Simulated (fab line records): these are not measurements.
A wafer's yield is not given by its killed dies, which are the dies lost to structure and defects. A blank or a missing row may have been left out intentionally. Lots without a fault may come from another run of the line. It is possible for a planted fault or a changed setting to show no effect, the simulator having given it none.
fab line records	flow n5Finfet
[record] lots = 10	wafers = 29	lastDay = 19
route steps=1938 shown ZERO_LAYER@2 WELL_APT@28 PMOS_HMC_CHANNEL_EPI@57 BEOL_M4@1111 PASSIVATION@1936
lots that met no fault: taken from a fault-free run of the same line
startH: hours from the record's opening day to when the first of the lot's shown wafers began	waitH: hours from the lot's prior step to this one	" unchanged from the row above	L1.1+2: a single row standing in for several wafers	- no value present, or no start provided	* or withheld: withheld	< > ~ a bound
route shown NAME@n: a module of which the file shows steps, and the number in the route of the first	usual: the fault-free wafers' mean and standard deviation	same: alike in all rows	chamber/n: place in a boat	sites: per-site readings	_std_site: their standard deviation	_edge_site: the outer-site mean with the inner-site mean subtracted	radiusMm: for every site, how far away it sits from the centre of the wafer	mask NAME#n: copy n	behind: tool/chamber where the wafer was last shaped	hold: why the lot was held/for how many hours/how that ended	device: which transistor (n, p or np) failed to switch	end of line: the same wafers' tests at the end of the route	a step given without rows: its recipe and nothing more	killed: count of dies lost to structure and defects at first sort (not the wafer's yield)	map: shows each die of a wafer: x if killed, . if not, _ if none is there
set.NAME: the setting the step ran with; set.NAME@STEP: the setting that earlier step ran with	model.NAME: the simulator's own value behind a step, which no gauge read
route steps across a sampled set of lots; one table per step, one row per wafer
services: a tool's chamber out of use, with start hour (startH, from the record's first day; less than 0 if before it), hours out, and reason
[[steps]]
[step N5_ZERO_LAYER_PRECLEAN_00]
[recipe] chemistry = SPM	timeS = 600	tempC = 120	mix = 4:1
[usual] bathHeatDutyPct = 13.2/1.2
lot.wafer	tool	chamber	startH	waitH	bathHeatDutyPct
L208.5	wetBench-01	7	12.10	0.1	14.1
L208.6	"	2	"	"	14.4
L209.1	wetBench-03	4	18.07	0.0	14.4
L209.2	"	5	"	"	10.9
L209.6	"	6	"	"	12.9
L210.3	wetBench-01	5	24.07	0.0	12.7
L210.4	"	0	"	"	12.5
L210.6	"	4	"	"	13.3
L211.1	wetBench-02	1	30.07	0.0	13.7
L211.2	"	3	"	"	11.0
L211.3	"	6	"	"	12.0
L212.2	wetBench-01	6	36.07	0.0	11.3
L212.3	"	7	"	"	13.5
L212.6	"	4	"	"	13.3
L213.1	wetBench-03	6	42.07	0.0	11.9
L213.3	"	4	"	"	13.4
L213.4	"	7	"	"	12.9
L216.1	wetBench-02	7	60.07	0.0	12.9
L216.3	"	6	"	"	12.4
L216.4	"	0	"	"	10.9
L229.1	wetBench-03	7	138.07	0.0	14.4
L229.2	"	4	"	"	13.6
L229.4	"	2	"	"	14.7
L230.2	wetBench-01	2	144.07	0.0	14.7
L230.5	"	6	"	"	12.3
L230.6	"	1	"	"	14.9
L231.2	wetBench-02	4	150.07	0.0	16.4
L231.4	"	3	"	"	13.2
L231.6	"	5	"	"	15.1
[step N5_ZERO_LAYER_INSPECT_20]
[recipe] inspectInstrument = darkfield	mode = postClean
[usual] rawDefectCount = 33/16
lot.wafer	tool	chamber	startH	waitH	rawDefectCount
L208.5	defectInspect-02	-	13.41	0.0	45
L208.6	"	-	"	"	50
L209.1	defectInspect-02	-	19.25	0.0	24
L209.2	"	-	"	"	20
L209.6	"	-	"	"	13
L210.3	defectInspect-02	-	25.28	0.0	42
L210.4	"	-	"	"	52
L210.6	"	-	"	"	41
L211.1	defectInspect-02	-	31.40	0.0	21
L211.2	"	-	"	"	19
L211.3	"	-	"	"	12
L212.2	defectInspect-01	-	37.77	0.0	22
L212.3	"	-	"	"	26
L212.6	"	-	"	"	20
L213.1	defectInspect-02	-	43.38	0.0	68
L213.3	"	-	"	"	54
L213.4	"	-	"	"	60
L216.1	defectInspect-01	-	61.35	0.0	60
L216.3	"	-	"	"	37
L216.4	"	-	"	"	45
L229.1	defectInspect-01	-	139.37	0.0	1153
L229.2	"	-	"	"	61
L229.4	"	-	"	"	45
L230.2	defectInspect-02	-	145.38	0.0	14
L230.5	"	-	"	"	14
L230.6	"	-	"	"	16
L231.2	defectInspect-02	-	151.69	0.0	19
L231.4	"	-	"	"	37
L231.6	"	-	"	"	33
[step N5_WELL_APT_CD_MEAS_08]
[recipe] targetCdNm = 200	landingEnergyEv = 500	detector = seInlens
[usual] cdNm = 200.2/2.1
lot.wafer	tool	chamber	startH	waitH	cdNm
L208.5	cdSem-01	0	13.72	-	201.5
L208.6	"	0	"	"	197.9
L209.1	cdSem-01	0	19.68	-	195.7
L209.2	"	0	"	"	198.4
L209.6	"	0	"	"	198.9
L210.3	cdSem-03	0	25.58	-	202.6
L210.4	"	0	"	"	200.1
L210.6	"	0	"	"	201.9
L211.1	cdSem-02	0	31.83	-	202.1
L211.2	"	0	"	"	199.9
L211.3	"	0	"	"	199.1
L212.2	cdSem-03	0	38.19	-	197.9
L212.3	"	0	"	"	193.7
L212.6	"	0	"	"	199.6
L213.1	cdSem-01	0	43.68	-	197.3
L213.3	"	0	"	"	197.4
L213.4	"	0	"	"	198.4
L216.1	cdSem-02	0	61.66	-	197.8
L216.3	"	0	"	"	200.3
L216.4	"	0	"	"	200.7
L229.1	cdSem-03	0	139.67	-	199.8
L229.2	"	0	"	"	199.0
L229.4	"	0	"	"	202.6
L230.2	cdSem-01	0	145.81	-	199.7
L230.5	"	0	"	"	197.4
L230.6	"	0	"	"	199.9
L231.2	cdSem-03	0	152.12	-	201.6
L231.4	"	0	"	"	200.3
L231.6	"	0	"	"	204.8
[step N5_WELL_APT_INSPECT_10]
[recipe] mode = adi	inspectInstrument = macro
[usual] rawDefectCount = 2.0/1.4
lot.wafer	tool	chamber	startH	waitH	rawDefectCount
L208.5	defectInspect-01	-	13.77	0.0	1
L208.6	"	-	"	"	4
L209.1	defectInspect-01	-	19.74	0.0	2
L209.2	"	-	"	"	1
L209.6	"	-	"	"	2
L210.3	defectInspect-01	-	25.63	0.0	4
L210.4	"	-	"	"	2
L210.6	"	-	"	"	4
L211.1	defectInspect-02	-	31.88	0.0	2
L211.2	"	-	"	"	3
L211.3	"	-	"	"	3
L212.2	defectInspect-01	-	38.25	0.0	1
L212.3	"	-	"	"	3
L212.6	"	-	"	"	1
L213.1	defectInspect-01	-	43.74	0.0	3
L213.3	"	-	"	"	1
L213.4	"	-	"	"	3
L216.1	defectInspect-02	-	61.71	0.0	1
L216.3	"	-	"	"	0
L216.4	"	-	"	"	0
L229.1	defectInspect-01	-	139.72	0.0	>300
L229.2	"	-	"	"	0
L229.4	"	-	"	"	1
L230.2	defectInspect-01	-	145.86	0.0	3
L230.5	"	-	"	"	1
L230.6	"	-	"	"	1
L231.2	defectInspect-01	-	152.17	0.0	0
L231.4	"	-	"	"	4
L231.6	"	-	"	"	2
[step N5_PMOS_HMC_CHANNEL_EPI_HM_DEP_34]
[recipe] material = SiO2	targetThkA = 360	tempC = 400	precursor = TEOS/O2	pressureTorr = 6.5	rfW = 900	teosFlowSccm = 161.4	gas = O2	flowSccm = 2650	timeS = 6.9
[usual] heaterPowerW = 571/100	showerheadPlenumPTorr = 8.33/0.033	throttleValvePct = 18.6/0.69
lot.wafer	tool	chamber	startH	waitH	heaterPowerW	showerheadPlenumPTorr	throttleValvePct
L208.5	pecvd-01	1	17.06	0.0	414	8.38	18.1
L208.6	"	2	"	"	562	8.31	19.3
L209.1	pecvd-03	2	23.30	0.0	720	8.37	18.4
L209.2	"	1	"	"	663	8.31	19.9
L209.6	"	2	"	"	711	8.36	18.8
L210.3	pecvd-02	2	29.16	0.0	575	8.35	17.5
L210.4	"	1	"	"	663	8.34	17.9
L210.6	"	2	"	"	566	8.32	17.7
L211.1	pecvd-02	2	35.32	0.0	444	8.34	17.4
L211.2	"	1	"	"	548	8.36	17.8
L211.3	"	0	"	"	412	8.30	18.3
L212.2	pecvd-02	2	41.12	0.0	542	8.34	17.6
L212.3	"	0	"	"	321	8.28	18.2
L212.6	"	2	"	"	543	8.31	17.8
L213.1	pecvd-02	2	47.73	0.0	589	8.29	17.9
L213.3	"	2	"	"	578	8.34	17.6
L213.4	"	0	"	"	405	8.28	18.1
L216.1	pecvd-01	1	64.98	0.0	521	8.41	17.8
L216.3	"	2	"	"	465	8.30	18.5
L216.4	"	0	"	"	608	8.32	18.6
L229.1	pecvd-03	0	143.03	0.0	628	8.31	19.6
L229.2	"	1	"	"	603	8.29	19.9
L229.4	"	2	"	"	678	8.35	18.8
L230.2	pecvd-03	2	149.35	0.0	711	8.36	19.0
L230.5	"	0	"	"	687	8.34	19.6
L230.6	"	1	"	"	584	8.30	19.6
L231.2	pecvd-03	0	155.26	0.0	604	8.33	19.7
L231.4	"	1	"	"	673	8.30	19.6
L231.6	"	2	"	"	734	8.35	18.8
[step N5_PMOS_HMC_CHANNEL_EPI_OVL_MEAS_10]
[recipe] pointsPerWafer = 44
[usual] PMOS_HMC_BLK_OVL = 0.5/0.69
lot.wafer	tool	chamber	startH	waitH	PMOS_HMC_BLK_OVL[nm]
L208.5	overlay-02	0	17.36	0.0	1.8
L208.6	"	0	"	"	1.2
L209.1	overlay-01	0	23.74	0.0	0.1
L209.2	"	0	"	"	-0.4
L209.6	"	0	"	"	0.1
L210.3	overlay-01	0	29.59	0.0	1.0
L210.4	"	0	"	"	-0.3
L210.6	"	0	"	"	0.2
L211.1	overlay-01	0	35.76	0.0	1.4
L211.2	"	0	"	"	-0.2
L211.3	"	0	"	"	1.5
L212.2	overlay-01	0	41.56	0.0	-0.4
L212.3	"	0	"	"	0.1
L212.6	"	0	"	"	-0.8
L213.1	overlay-01	0	48.18	0.0	-0.1
L213.3	"	0	"	"	-0.1
L213.4	"	0	"	"	0.5
L216.1	overlay-01	0	65.42	0.0	1.3
L216.3	"	0	"	"	1.0
L216.4	"	0	"	"	1.0
L229.1	overlay-02	0	143.34	0.0	-0.5
L229.2	"	0	"	"	-0.8
L229.4	"	0	"	"	0.5
L230.2	overlay-01	0	149.79	0.0	2.1
L230.5	"	0	"	"	1.7
L230.6	"	0	"	"	1.4
L231.2	overlay-02	0	155.57	0.0	1.2
L231.4	"	0	"	"	0.4
L231.6	"	0	"	"	0.4
[step N5_BEOL_M4_RC_MEAS_101]
[usual] DIBL_N = 36.1/2.5	DIBL_P = 36/3.3	IOFF_N = 0.16/0.046	IOFF_P = 0.20/0.051	ION_N = 676/16	ION_P = 462/11	SS_N = 71.6/0.87	SS_P = 73.2/0.86	VT_N = 251/4.4	VT_P = -252/4.6
lot.wafer	tool	chamber	startH	waitH	DIBL_N[mV/V]	DIBL_P[mV/V]	IOFF_N[nA/um]	IOFF_P[nA/um]	ION_N[uA/um]	ION_P[uA/um]	SS_N[mV/dec]	SS_P[mV/dec]	VT_N[mV]	VT_P[mV]
L209.1	prober-02	0	192.37	0.0	39.6	40	0.22	0.24	684	462	72.7	74.3	247	-252
L209.2	"	0	"	"	32.8	33	0.11	0.14	672	458	70.8	72.5	257	-255
L209.6	"	0	"	"	35.8	34	0.17	0.17	671	455	72.8	72.4	255	-253
L208.5	prober-02	0	201.20	0.6	36.6	37	0.17	0.21	683	459	71.8	73.2	249	-250
L208.6	"	0	"	"	37.9	39	0.20	0.26	692	472	72.5	74.2	248	-248
L211.1	prober-02	0	202.87	0.0	34.5	35	0.13	0.17	677	463	71.4	72.9	250	-253
L211.2	"	0	"	"	41.0	42	0.25	0.30	694	463	72.8	75.3	243	-249
L211.3	"	0	"	"	35.1	36	0.14	0.18	675	465	71.4	73.1	250	-255
L210.3	prober-02	0	208.42	0.3	37.8	36	0.17	0.22	690	469	71.1	73.6	249	-248
L210.4	"	0	"	"	31.4	29	0.09	0.13	667	461	70.0	71.8	255	-257
L210.6	"	0	"	"	38.4	35	0.17	0.19	676	463	71.7	72.9	253	-249
L213.1	prober-01	0	227.85	0.0	30.8	30	0.09	0.15	661	461	69.9	72.2	257	-253
L213.3	"	0	"	"	40.7	41	0.24	0.31	677	462	73.5	75.1	246	-247
L213.4	"	0	"	"	33.8	34	0.12	0.19	672	464	71.3	72.9	254	-251
L212.2	prober-01	0	231.99	0.2	41.4	40	0.26	0.23	679	461	74.1	74.1	248	-252
L212.3	"	0	"	"	34.6	34	0.13	0.16	680	467	71.1	72.8	254	-253
L212.6	"	0	"	"	33.7	32	0.11	0.14	660	451	70.6	72.3	255	-256
L216.1	prober-02	0	262.91	0.0	35.9	37	0.15	0.20	668	463	72.0	72.9	251	-251
L216.3	"	0	"	"	34.8	35	0.13	0.18	675	457	71.6	72.4	251	-252
L216.4	"	0	"	"	37.7	39	0.19	0.26	677	469	72.3	73.9	247	-247
L231.2	prober-02	0	320.47	0.2	33.5	32	0.12	0.16	678	463	70.9	72.3	252	-254
L231.4	"	0	"	"	37.8	38	0.20	0.27	695	481	72.0	74.1	245	-243
L231.6	"	0	"	"	37.6	38	0.18	0.26	696	482	71.1	73.7	247	-245
L229.1	prober-02	0	335.08	0.0	38.2	38	0.19	0.24	660	462	72.5	73.5	248	-243
L229.2	"	0	"	"	38.2	39	0.19	0.26	679	471	72.5	74.0	249	-247
L229.4	"	0	"	"	37.5	38	0.18	0.24	692	474	71.3	73.4	246	-245
L230.2	prober-01	0	338.74	0.2	40.5	40	0.22	0.27	656	451	73.0	73.8	252	-249
L230.5	"	0	"	"	39.1	40	0.21	0.30	690	481	72.1	74.3	248	-245
L230.6	"	0	"	"	35.2	34	0.11	0.19	630	447	70.9	72.7	256	-251
[step N5_PASSIVATION_PROBE_49]
[usual] defectLimitedYield = 91.0/1.4	killed_at_M0_to_M3 = 34/10	killed_at_M4_up = 15/5.5	killedAtContacts = 12/6.1	killedAtFrontEnd = 41/12	killedAtOther = 4/3.4	killedDies = 106/17	killedOpen = 70/13	killedShort = 34/7.4	sort_bin_4_leakage = 0.01/0.065	sort_bin_5_function = 5.3/1	sort_bin_6_memory = 3.4/0.69	sort_bin_8_speed = 0.03/0.22	sortNPass = 1073/17	sortYieldPct = 91.0/1.4
[same] grossDies = 1180	killedAtBackSide = 0
lot.wafer	tool	chamber	startH	waitH	defectLimitedYield[%]	killed_at_M0_to_M3	killed_at_M4_up	killedAtContacts	killedAtFrontEnd	killedAtOther	killedDies	killedOpen	killedShort	sort_bin_4_leakage[%]	sort_bin_5_function[%]	sort_bin_6_memory[%]	sort_bin_8_speed[%]	sortNPass	sortYieldPct[%]
L209.1	prober-02	-	295.21	0.0	89.6	44	21	10	43	5	123	75	48	0	6.2	3.9	0	1057	89.6
L209.2	prober-02	-	295.26	0.1	88.9	59	14	22	33	3	131	86	44	0	6.7	4.1	0	1049	88.9
L209.6	prober-02	-	295.46	0.3	89.9	51	20	2	43	3	119	84	34	0	5.5	4.1	0	1061	89.9
L211.1	prober-02	-	304.97	0.0	91.4	33	13	10	39	6	101	72	28	0	5.4	2.8	0	1079	91.4
L211.2	prober-02	-	305.02	0.1	89.4	58	9	9	44	5	125	86	35	0.08	5.8	4.4	0	1054	89.3
L211.3	prober-02	-	305.07	0.1	90.7	43	9	10	42	6	110	72	38	0	5.6	3.1	0	1070	90.7
L210.3	prober-01	-	309.24	0.1	90.8	47	24	11	24	2	108	77	27	0	4.5	4.4	0	1072	90.8
L210.4	prober-01	-	309.29	0.2	90.7	37	15	14	44	0	110	76	27	0	5.3	3.9	0	1070	90.7
L210.6	prober-01	-	309.39	0.3	92.2	29	11	7	43	2	92	63	28	0	4.4	3.2	0	1088	92.2
L208.5	prober-02	-	314.09	0.2	93.6	21	21	5	28	0	75	50	20	0	3.9	1.9	0	1105	93.6
L208.6	prober-02	-	314.14	0.3	93.8	15	8	13	36	1	73	39	30	0	3.7	2.0	0	1107	93.8
L213.1	prober-02	-	333.06	0.0	90.2	38	6	23	44	5	116	79	31	0	5.6	4.0	0	1064	90.2
L213.3	prober-02	-	333.16	0.1	91.9	35	12	7	38	3	95	63	31	0	5.1	2.5	0	1085	91.9
L213.4	prober-02	-	333.21	0.2	90.8	37	21	15	29	6	108	72	35	0	6.4	2.7	0	1072	90.8
L212.2	prober-01	-	333.96	0.1	88.2	33	24	9	69	4	139	95	43	0	6.7	4.7	0	1041	88.2
L212.3	prober-01	-	334.01	0.1	91.4	25	20	10	45	2	102	66	36	0	4.9	3.6	0	1078	91.4
L212.6	prober-01	-	334.16	0.3	91.0	26	16	16	42	6	106	66	40	0	4.8	3.6	0	1074	91.0
L216.1	prober-01	-	383.89	0.0	88.7	37	21	13	51	11	133	96	36	0	6.9	4.1	0	1047	88.7
L216.3	prober-01	-	383.99	0.1	91.9	23	14	10	42	7	96	61	33	0	5.2	2.8	0	1084	91.9
L216.4	prober-01	-	384.04	0.2	91.8	34	12	7	38	6	97	58	36	0	4.5	3.2	0	1083	91.8
L231.2	prober-02	-	436.70	0.1	90.2	45	9	24	31	7	116	81	32	0	5.6	3.6	0	1064	90.2
L231.4	prober-02	-	436.80	0.2	92.1	25	15	14	31	8	93	58	31	0	3.0	4.2	0	1087	92.1
L231.6	prober-02	-	436.90	0.3	93.7	25	7	10	28	4	74	46	22	0	3.2	2.6	0.08	1106	93.7
L229.1	prober-01	-	448.16	0.0	81.7	20	10	10	168	8	216	48	20	0	10.6	3.5	0	964	81.7
L229.2	prober-01	-	448.21	0.1	93.8	21	7	9	31	5	73	48	22	0	3.6	2.4	0	1107	93.8
L229.4	prober-01	-	448.31	0.2	91.7	29	12	13	41	3	98	67	29	0	5.3	3.0	0	1082	91.7
L230.2	prober-02	-	452.13	0.1	90.7	37	22	14	32	5	110	76	33	0	5.8	3.3	0	1070	90.7
L230.5	prober-02	-	452.28	0.2	90.8	36	20	10	39	3	108	77	28	0.08	5.2	3.5	0	1071	90.8
L230.6	prober-02	-	452.33	0.3	91.9	36	15	10	33	2	96	57	32	0	4.3	3.1	1.61	1065	90.3
// killed by level:class
L209.1 BEOL_M0_SAQP:geometricParticle:open=18 BEOL_M0_SAQP:geometricParticle:short=15 DUMMY_GATE:geometricParticle:open=9 MOL_CONTACT_COAG:geometricParticle:open=8 FIN_SAQP:geometricParticle:short=7 STI_FIN_REVEAL:geometricParticle:open=7 BEOL_M4:geometricParticle:open=7 BEOL_M1:geometricParticle:open=6
L209.2 MOL_CONTACT_COAG:geometricParticle:open=19 BEOL_M0_SAQP:geometricParticle:short=18 BEOL_M0_SAQP:geometricParticle:open=13 STI_FIN_REVEAL:geometricParticle:open=9 BEOL_M1:geometricParticle:open=8 BEOL_M2:geometricParticle:open=7 BEOL_M3:geometricParticle:open=5 DUMMY_GATE:geometricParticle:open=4
L209.6 STI_FIN_REVEAL:geometricParticle:open=19 BEOL_M2:geometricParticle:open=11 DUMMY_GATE:geometricParticle:open=10 BEOL_M0_SAQP:geometricParticle:short=9 BEOL_M1:geometricParticle:short=7 BEOL_M3:geometricParticle:open=7 BEOL_M4:geometricParticle:open=7 BEOL_M0_SAQP:geometricParticle:open=6
L211.1 STI_FIN_REVEAL:geometricParticle:open=22 MOL_CONTACT_COAG:geometricParticle:open=9 BEOL_M0_SAQP:geometricParticle:short=5 BEOL_M1:geometricParticle:open=5 BEOL_M2:geometricParticle:open=5 BEOL_M4:geometricParticle:open=5 BEOL_M0_SAQP:geometricParticle:open=4 STARTING-WAFER:geometricParticle:open=4
L211.2 BEOL_M2:geometricParticle:open=16 STI_FIN_REVEAL:geometricParticle:open=10 BEOL_M3:geometricParticle:open=10 FIN_SAQP:geometricParticle:open=8 BEOL_M0:geometricParticle:open=7 MOL_CONTACT_COAG:geometricParticle:open=7 BEOL_M2:geometricParticle:short=6 BEOL_M0:geometricParticle:short=5
L211.3 STI_FIN_REVEAL:geometricParticle:open=27 BEOL_M0_SAQP:geometricParticle:short=11 BEOL_M0_SAQP:geometricParticle:open=11 MOL_CONTACT_COAG:geometricParticle:open=10 BEOL_M3:geometricParticle:open=9 STI_FIN_REVEAL:geometricParticle:short=6 BEOL_M3:geometricParticle:short=4 BEOL_M4:geometricParticle:open=4
L210.3 BEOL_M2:geometricParticle:open=16 BEOL_M4:geometricParticle:open=16 BEOL_M0_SAQP:geometricParticle:short=9 MOL_CONTACT_COAG:geometricParticle:open=8 BEOL_M0_SAQP:geometricParticle:open=6 BEOL_M1:geometricParticle:open=6 FIN_SAQP:geometricParticle:open=5 FIN_SAQP:geometricParticle:short=4
L210.4 STI_FIN_REVEAL:geometricParticle:open=23 BEOL_M0_SAQP:geometricParticle:open=10 BEOL_M2:geometricParticle:open=10 MOL_CONTACT_COAG:geometricParticle:open=8 STI_FIN_REVEAL:geometricParticle:short=6 MOL_CONTACT_COAG:geometricParticle:short=6 BEOL_M3:geometricParticle:open=6 FIN_SAQP:geometricParticle:short=4
L210.6 STI_FIN_REVEAL:geometricParticle:open=22 BEOL_M2:geometricParticle:open=10 FIN_SAQP:geometricParticle:short=7 STI_FIN_REVEAL:geometricParticle:short=6 MOL_CONTACT_COAG:geometricParticle:open=6 BEOL_M0_SAQP:geometricParticle:short=4 BEOL_M1:geometricParticle:open=4 BEOL_M3:geometricParticle:open=4
L208.5 BEOL_M4:geometricParticle:open=9 BEOL_M5:geometricParticle:open=9 FIN_SAQP:geometricParticle:short=7 FIN_SAQP:geometricParticle:open=6 HKMG_FIN:areaEtch=5 MOL_CONTACT_COAG:geometricParticle:open=4 BEOL_M0_SAQP:geometricParticle:open=4 BEOL_M2:geometricParticle:short=4
L208.6 FIN_SAQP:geometricParticle:short=11 MOL_CONTACT_COAG:geometricParticle:open=10 FIN_SAQP:geometricParticle:open=6 BEOL_M3:geometricParticle:open=4 STI_FIN_REVEAL:geometricParticle:short=3 STI_FIN_REVEAL:geometricParticle:open=3 GATE_CUT:geometricParticle:short=3 MOL_CONTACT_COAG:geometricParticle:short=3
L213.1 MOL_CONTACT_COAG:geometricParticle:open=21 STI_FIN_REVEAL:geometricParticle:open=11 BEOL_M3:geometricParticle:open=10 BEOL_M2:geometricParticle:open=7 BEOL_M0_SAQP:geometricParticle:open=6 BEOL_M0_SAQP:geometricParticle:short=5 STARTING-WAFER:geometricParticle:open=5 BEOL_M1:geometricParticle:open=4
L213.3 STI_FIN_REVEAL:geometricParticle:open=12 BEOL_M2:geometricParticle:open=11 BEOL_M0_SAQP:geometricParticle:open=8 BEOL_M0_SAQP:geometricParticle:short=6 MOL_CONTACT_COAG:geometricParticle:open=6 FIN_SAQP:geometricParticle:open=5 FIN_SAQP:geometricParticle:short=5 BEOL_M1:geometricParticle:open=5
L213.4 MOL_CONTACT_COAG:geometricParticle:open=13 BEOL_M4:geometricParticle:open=10 BEOL_M0_SAQP:geometricParticle:open=8 BEOL_M0_SAQP:geometricParticle:short=8 BEOL_M1:geometricParticle:open=7 FIN_SAQP:geometricParticle:short=6 FIN_SAQP:geometricParticle:open=4 STI_FIN_REVEAL:geometricParticle:short=4
L212.2 STI_FIN_REVEAL:geometricParticle:open=17 FIN_SAQP:geometricParticle:open=14 BEOL_M4:geometricParticle:open=14 FIN_SAQP:geometricParticle:short=13 BEOL_M3:geometricParticle:open=9 MOL_CONTACT_COAG:geometricParticle:open=8 BEOL_M0_SAQP:geometricParticle:open=6 BEOL_M1:geometricParticle:open=6
L212.3 STI_FIN_REVEAL:geometricParticle:open=17 BEOL_M4:geometricParticle:open=11 BEOL_M3:geometricParticle:open=7 MOL_CONTACT_COAG:geometricParticle:short=6 FIN_SAQP:geometricParticle:open=5 ILD0:geometricParticle:short=5 BEOL_M0_SAQP:geometricParticle:short=5 MOL_CONTACT_COAG:geometricParticle:open=4
L212.6 MOL_CONTACT_COAG:geometricParticle:open=15 BEOL_M4:geometricParticle:open=10 BEOL_M3:geometricParticle:open=9 FIN_SAQP:geometricParticle:open=7 FIN_SAQP:geometricParticle:short=6 BEOL_M0_SAQP:geometricParticle:short=6 STI_FIN_REVEAL:geometricParticle:open=5 GATE_CUT:geometricParticle:short=5
L216.1 BEOL_M2:geometricParticle:open=17 MOL_CONTACT_COAG:geometricParticle:open=12 STI_FIN_REVEAL:geometricParticle:open=9 ILD0:geometricParticle:open=8 GATE_CUT:geometricParticle:short=8 BEOL_M0_SAQP:geometricParticle:open=8 BEOL_M4:geometricParticle:open=7 FIN_SAQP:geometricParticle:open=5
L216.3 STI_FIN_REVEAL:geometricParticle:open=10 BEOL_M4:geometricParticle:open=8 MOL_CONTACT_COAG:geometricParticle:open=7 FIN_SAQP:geometricParticle:short=6 FIN_SAQP:geometricParticle:open=6 BEOL_M0_SAQP:geometricParticle:open=6 GATE_CUT:geometricParticle:short=4 BEOL_M0_SAQP:geometricParticle:short=4
L216.4 BEOL_M0_SAQP:geometricParticle:open=13 BEOL_M0_SAQP:geometricParticle:short=7 FIN_SAQP:geometricParticle:short=6 STI_FIN_REVEAL:geometricParticle:short=6 MOL_CONTACT_COAG:geometricParticle:open=6 BEOL_M2:geometricParticle:open=6 BEOL_M4:geometricParticle:open=5 STI_FIN_REVEAL:geometricParticle:open=4
L231.2 MOL_CONTACT_COAG:geometricParticle:open=19 BEOL_M0_SAQP:geometricParticle:open=12 BEOL_M0_SAQP:geometricParticle:short=10 BEOL_M1:geometricParticle:open=9 BEOL_M2:geometricParticle:open=8 FIN_SAQP:geometricParticle:open=7 STI_FIN_REVEAL:geometricParticle:open=5 MOL_CONTACT_COAG:geometricParticle:short=5
L231.4 MOL_CONTACT_COAG:geometricParticle:open=11 BEOL_M2:geometricParticle:open=9 BEOL_M0_SAQP:geometricParticle:open=8 BEOL_M4:geometricParticle:open=8 FIN_SAQP:geometricParticle:open=7 GATE_CUT:geometricParticle:short=4 BEOL_M0_SAQP:geometricParticle:short=4 PAD_METAL:geometricParticle:short=4
L231.6 MOL_CONTACT_COAG:geometricParticle:open=9 BEOL_M1:geometricParticle:open=7 BEOL_M0_SAQP:geometricParticle:short=5 DUMMY_GATE:geometricParticle:open=4 BEOL_M0_SAQP:geometricParticle:open=3 BEOL_M2:geometricParticle:open=3 BEOL_M3:geometricParticle:open=3 BEOL_M5:geometricParticle:open=3
L229.1 ZERO_LAYER:unspecified=148 FIN_SAQP:geometricParticle:open=8 FIN_SAQP:geometricParticle:short=7 MOL_CONTACT_COAG:geometricParticle:open=6 BEOL_M3:geometricParticle:open=6 MOL_CONTACT_COAG:geometricParticle:short=4 BEOL_M0_SAQP:geometricParticle:open=3 BEOL_M1:geometricParticle:open=3
L229.2 FIN_SAQP:geometricParticle:open=9 MOL_CONTACT_COAG:geometricParticle:open=8 FIN_SAQP:geometricParticle:short=7 BEOL_M1:geometricParticle:open=5 BEOL_M3:geometricParticle:open=5 STI_FIN_REVEAL:geometricParticle:open=4 PAD_METAL:geometricParticle:open=4 BEOL_M0:geometricParticle:open=3
L229.4 FIN_SAQP:geometricParticle:open=21 MOL_CONTACT_COAG:geometricParticle:open=11 FIN_SAQP:geometricParticle:short=10 BEOL_M2:geometricParticle:open=6 BEOL_M0_SAQP:geometricParticle:open=5 BEOL_M3:geometricParticle:open=4 BEOL_M4:geometricParticle:open=4 STI_FIN_REVEAL:geometricParticle:open=3
L230.2 BEOL_M4:geometricParticle:open=16 MOL_CONTACT_COAG:geometricParticle:open=13 BEOL_M0_SAQP:geometricParticle:open=11 BEOL_M0_SAQP:geometricParticle:short=9 GATE_CUT:geometricParticle:open=7 GATE_CUT:geometricParticle:short=7 BEOL_M2:geometricParticle:open=5 DUMMY_GATE:geometricParticle:open=4
L230.5 BEOL_M0_SAQP:geometricParticle:open=15 DUMMY_GATE:geometricParticle:open=12 BEOL_M0_SAQP:geometricParticle:short=10 BEOL_M4:geometricParticle:open=10 MOL_CONTACT_COAG:geometricParticle:open=7 FIN_SAQP:geometricParticle:open=5 GATE_CUT:geometricParticle:open=4 STARTING-WAFER:geometricParticle:open=4
L230.6 BEOL_M0_SAQP:geometricParticle:short=8 BEOL_M3:geometricParticle:open=8 BEOL_M0_SAQP:geometricParticle:open=7 BEOL_M2:geometricParticle:open=7 DUMMY_GATE:geometricParticle:open=6 BEOL_M4:geometricParticle:open=6 HKMG_FIN:areaEtch=6 FIN_SAQP:geometricParticle:open=5
[[services]]
tool	chamber	startH	hours	kind
pecvd-01	2	21.13	-	clean
pecvd-01	2	21.13	-	consumableReplace:showerhead
pecvd-01	2	21.13	29.0	scheduledDown
pecvd-01	2	21.13	29.0	ventCycle
pecvd-03	1	30.14	2.1	scheduledDown
wetBench-03	-	46.27	6.2	repair
pecvd-02	1	47.12	2.1	scheduledDown
pecvd-03	2	51.99	5.5	scheduledDown
pecvd-03	1	57.45	5.5	scheduledDown
pecvd-02	2	57.56	5.5	scheduledDown
pecvd-02	2	82.74	2.1	scheduledDown
pecvd-01	2	85.10	4.3	repair
pecvd-03	0	118.90	2.1	scheduledDown
[[key]]
[firstSign] step = N5_ZERO_LAYER_INSPECT_20	reading = rawDefectCount	direction = up	sigmas = 71	usual = 33	struck = 1153
[effect] step = N5_WELL_APT_INSPECT_10	reading = rawDefectCount	direction = up	sigmas = 99+	usual = 2.0	struck = >300
[effect] step = N5_PASSIVATION_PROBE_49	reading = killedAtFrontEnd	direction = up	sigmas = 11	usual = 41	struck = 168
[moreKillsBornAt] N5_ZERO_LAYER_PRECLEAN_00@wetBench-03 = 148
metAt N5_ZERO_LAYER_PRECLEAN_00
struckLots L229
struckWafers L229.1
notActingAt N5_WELL_APT_CD_MEAS_08,N5_PMOS_HMC_CHANNEL_EPI_HM_DEP_34,N5_PMOS_HMC_CHANNEL_EPI_OVL_MEAS_10
onsetBetween 42.07 138.07
[fault] kind = chamberParticleSource	tool = wetBench-03	chamber = 7	onsetH = 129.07	steps = N5_ZERO_LAYER_PRECLEAN_00	ratePerVisitCm2 = 1.7148	endH = 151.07
